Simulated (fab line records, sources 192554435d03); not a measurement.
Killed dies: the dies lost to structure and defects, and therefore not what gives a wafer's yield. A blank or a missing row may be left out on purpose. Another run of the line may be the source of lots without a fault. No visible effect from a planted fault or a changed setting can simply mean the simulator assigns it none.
A struck lot beside a sound one    flow n5_finfet    16 steps out of a route of 1938
Sound: wafers L370.1, L370.2, L370.5. Struck: wafers L382.1, L382.5 (left out: L382.3, a lot-mate that was not struck); the cause follows at the end.
Per side, at each step with rows, come the tool, then ch with its chambers, and then its first start. Under that, the readings that differ: sound wafers    struck wafers    difference of the means    sigmas: that difference in standard deviations of wafers without a fault.
alike: readings whose means differ by less than 2 such deviations, and words and numbers that are the same on both sides. not compared: withheld readings, readings that some wafer has no value for, bounds like >300 that may hide the same value, and numbers for which the record gives no deviation and whose values overlap.
A row with sigmas, a row that says differs or no value, or rows on one side alone: a step with any of these is where the two part. Non-overlapping numbers with no deviation appear without sigmas and do not part them. Lack of a reading on every wafer of one side parts them only where that side has two or more wafers.

N5_HKMG_FIN_STRIP_60: strips in N2/H2, time 360 s.
  sound on plasma_asher-01 ch 0,1, day 4 11:05; struck on plasma_asher-02 ch 1, day 7 11:59
  alike: drypump_motor_current_A, heater_power_w, temp_c
  not compared: rf_hours_counter_h
then, 2 steps without rows for these wafers: N5_HKMG_FIN_WET_ETCH_77 (etches La2O3 in dHCl, stops on HfO2, target depth 2 nm); N5_HKMG_FIN_WET_ETCH_78 (etches Al2O3 in dNH4OH, stops on La2O3, target depth 4.5 nm, rinse time 30 s).
N5_HKMG_FIN_ALD_79: deposits TiN, target thk 1.5 nm, pulse time 1 s, purge time 3 s.
  sound on ald_metal-04 ch 0,1, day 4 11:34; struck on ald_metal-02 ch 0,2, day 7 12:28
  alike: heater_power_outer_w, heater_power_w, precursor_pulse_height_rel
  not compared: ald_cycles
N5_HKMG_FIN_CVD_62: deposits a-Si from Si2H6, target thk 3 nm, time 20.8 s.
  sound on thermal_cvd_si-02 ch 1,2, day 4 11:56; struck on thermal_cvd_si-02 ch 1,2, day 7 12:50
  alike: heater_power_outer_w, heater_power_w
then, 5 steps without rows for these wafers: N5_HKMG_FIN_RTA_80 (time 2 s); N5_HKMG_FIN_PRECLEAN_64 (cleans in dHF, time 30 s); N5_HKMG_FIN_WET_ETCH_65 (etches a-Si in TMAH, stops on TiN, time 49 s, target depth 3 nm); N5_HKMG_FIN_WET_ETCH_81 (etches TiN in SC1, stops on HfO2, time 57 s, target depth 6 nm); N5_HKMG_FIN_WET_ETCH_82 (etches La2O3 in dHCl, stops on HfO2, target depth 2 nm, rinse time 30 s).
N5_HKMG_FIN_ALD_36: deposits TiN, target thk 1 nm, pulse time 1 s, purge time 3 s.
  sound on ald_metal-02 ch 1,2,3, day 4 12:33; struck on ald_metal-04 ch 2, day 7 13:14
  alike: heater_power_outer_w, heater_power_w, precursor_pulse_height_rel
  not compared: ald_cycles
N5_HKMG_FIN_THK_MEAS_70: measures by xrf.
  sound on film_metro-01, day 4 12:50; struck on film_metro-01, day 7 13:31
  alike: HK_THK
N5_HKMG_FIN_PWFM_ALD_03: deposits TiN, target thk 2 nm, pulse time 1 s, purge time 3 s.
  sound on ald_metal-04 ch 0,2,3, day 4 12:52; struck on ald_metal-02 ch 2,3, day 7 13:33
reading     sound     struck  difference  sigmas
ald_cycles  91 91 91  99 99   +8          
  alike: heater_power_outer_w, heater_power_w, precursor_pulse_height_rel
then, 1 step without rows for these wafers: N5_HKMG_FIN_COAT_29 (time 60 s, resist thk 300 nm).
-- here the record skips 4 days between the struck wafers' starts before and after, leaving off in module HKMG_FIN and picking up in module BEOL_M4 (first step shown: number 1111 of the route) --
N5_BEOL_M4_RC_MEAS_101:
  sound on prober-02 ch 0, day 8 00:37; struck on prober-02 ch 0, day 11 07:19
reading    sound           struck     difference  sigmas
VT_P (mV)  -251 -252 -254  -243 -246  +8          +2
  alike: DIBL_N, DIBL_P, IOFF_N, IOFF_P, ION_N, ION_P, SS_N, SS_P, VT_N
-- a jump in the record: the struck wafers' starts before and after are 5 days apart (it breaks off in module BEOL_M4 and resumes in module PASSIVATION, where the first step shown is number 1936 of the route) --
N5_PASSIVATION_PROBE_49:
  sound on prober-02, day 12 12:11; struck on prober-02, day 15 23:35
reading      sound     struck  difference  sigmas
killed_open  45 43 45  51 94   +28         +2
  alike: defect_limited_yield, killed_at_M0_to_M3, killed_at_M4_up, killed_at_contacts, killed_at_front_end, killed_at_other, killed_dies, killed_short, sort_bin_5_function, sort_bin_6_memory, sort_n_pass, sort_yield_pct

WHERE THEY PART
First at N5_BEOL_M4_RC_MEAS_101; last, within this record, at N5_PASSIVATION_PROBE_49.

WHY: what had been put in by the simulator
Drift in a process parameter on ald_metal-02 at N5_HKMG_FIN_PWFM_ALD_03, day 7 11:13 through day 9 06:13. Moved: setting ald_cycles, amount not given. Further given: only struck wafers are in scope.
